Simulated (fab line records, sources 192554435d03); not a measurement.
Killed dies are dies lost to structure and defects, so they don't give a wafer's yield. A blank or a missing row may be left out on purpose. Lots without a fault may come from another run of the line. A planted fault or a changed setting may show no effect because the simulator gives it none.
Split-lot experiment | flow n5_finfet | 7 lots, 21 wafers read, on a route of 1938 steps

THE SPLIT
At N5_BEOL_M1_EXPOSE_25 (exposes mask V0, defocus 5 nm, target cd 24 nm), the setting dose_mj was moved away from the recipe's 63 on 6 of the 21 wafers read, by -6.6% to -2.6%. The other wafers ran this setting at the recipe's value.

FROM THE SPLIT TO THE READING: what the file shows between them, 4 steps
- N5_BEOL_M1_PEB_26: peb time 60 s
- N5_BEOL_M1_DEVELOP_27: develop time 30 s
- N5_BEOL_M1_STRIP_71: strips in N2/H2
- N5_BEOL_M1_STRIP_78: strips in N2/H2

THE READING
BEOL_M1.cd_nm (the simulator's own value, which no gauge read), in nm, at N5_BEOL_M1_VIA_ETCH_34 (etches the open film in C4F6/O2, target depth 67.8 nm, time 64.4 s). The file gives no usual value for it. The 15 wafers here that ran the recipe average 17.8 nm, standard deviation 0.26 nm.

wafer  | tool, chamber at the split | dose_mj as run | against the recipe | BEOL_M1.cd_nm, nm | against lot-mates on the recipe
L075.3 | euv_scanner-02, 0          | 63             | recipe             | 18.2              | -
L075.5 | euv_scanner-02, 0          | 63             | recipe             | 17.8              | -
L075.6 | euv_scanner-02, 0          | 63             | recipe             | 17.6              | -
L074.1 | euv_scanner-01, 0          | 63             | recipe             | 17.6              | -
L074.3 | euv_scanner-01, 0          | 63             | recipe             | 17.6              | -
L074.5 | euv_scanner-01, 0          | 63             | recipe             | 17.4              | -
L076.2 | euv_scanner-01, 0          | 61.37          | -2.6%              | 17.4              | -0.1
L076.4 | euv_scanner-01, 0          | 63             | recipe             | 17.4              | -
L076.6 | euv_scanner-01, 0          | 63             | recipe             | 17.6              | -
L077.1 | euv_scanner-01, 0          | 63             | recipe             | 17.6              | -
L077.2 | euv_scanner-01, 0          | 63             | recipe             | 18                | -
L077.5 | euv_scanner-01, 0          | 63             | recipe             | 17.8              | -
L084.3 | euv_scanner-01, 0          | 63             | recipe             | 18                | -
L084.4 | euv_scanner-01, 0          | 58.87          | -6.6%              | 16.4              | -1.6
L084.5 | euv_scanner-01, 0          | 58.87          | -6.6%              | 16.2              | -1.8
L086.1 | euv_scanner-01, 0          | 63             | recipe             | 18                | -
L086.5 | euv_scanner-01, 0          | 63             | recipe             | 18                | -
L086.3 | euv_scanner-01, 0          | 58.84          | -6.6%              | 17                | -1.0
L096.4 | euv_scanner-02, 0          | 63             | recipe             | 18.2              | -
L096.5 | euv_scanner-02, 0          | 61.25          | -2.8%              | 17.8              | -0.4
L096.6 | euv_scanner-02, 0          | 61.25          | -2.8%              | 17.8              | -0.4

THE FIT
A straight line over all 21 wafers: BEOL_M1.cd_nm changes by +0.176 nm for each +1% of dose_mj; r = +0.81; the points scatter about the line by 0.31 nm.
The same after taking each lot's own level away (the mean of its wafers on the recipe; 21 wafers): +0.212 nm for each +1%; r = +0.92; scatter 0.22 nm.
On that fit, the largest move of dose_mj shifts the reading by 1.4 nm.
The lots' own levels span 17.50 to 18.20 nm, that is 2.7 times the standard deviation above.
So the lot-to-lot level changes the slope: the two fits differ.
Check: with one of the wafers moved furthest among these (-6.6%) left out of the fit, the line predicts -1.52 nm for it against its lot-mates. It came out at -1 nm against them.

OTHER SPLITS ON THESE WAFERS
These wafers also went through other splits before the reading. Each is held against what the fit with the lots' levels taken away leaves over:
other split on the same wafers              | wafers away from the commonest value | r with BEOL_M1.cd_nm (lot level and that fit taken away)
N5_BEOL_M0_SAQP_SPACER2_ALD_26 target_thk_a | 9                                    | +0.18
N5_BEOL_M1_COAT_05 spin_rpm                 | 4                                    | -0.13
N5_BEOL_M1_ETCH_64 bias_w                   | 9                                    | -0.22

THE FILE'S OWN FIT
BEOL_M1.cd_nm changes by +0.189 nm for each +1% of dose_mj, r = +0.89.
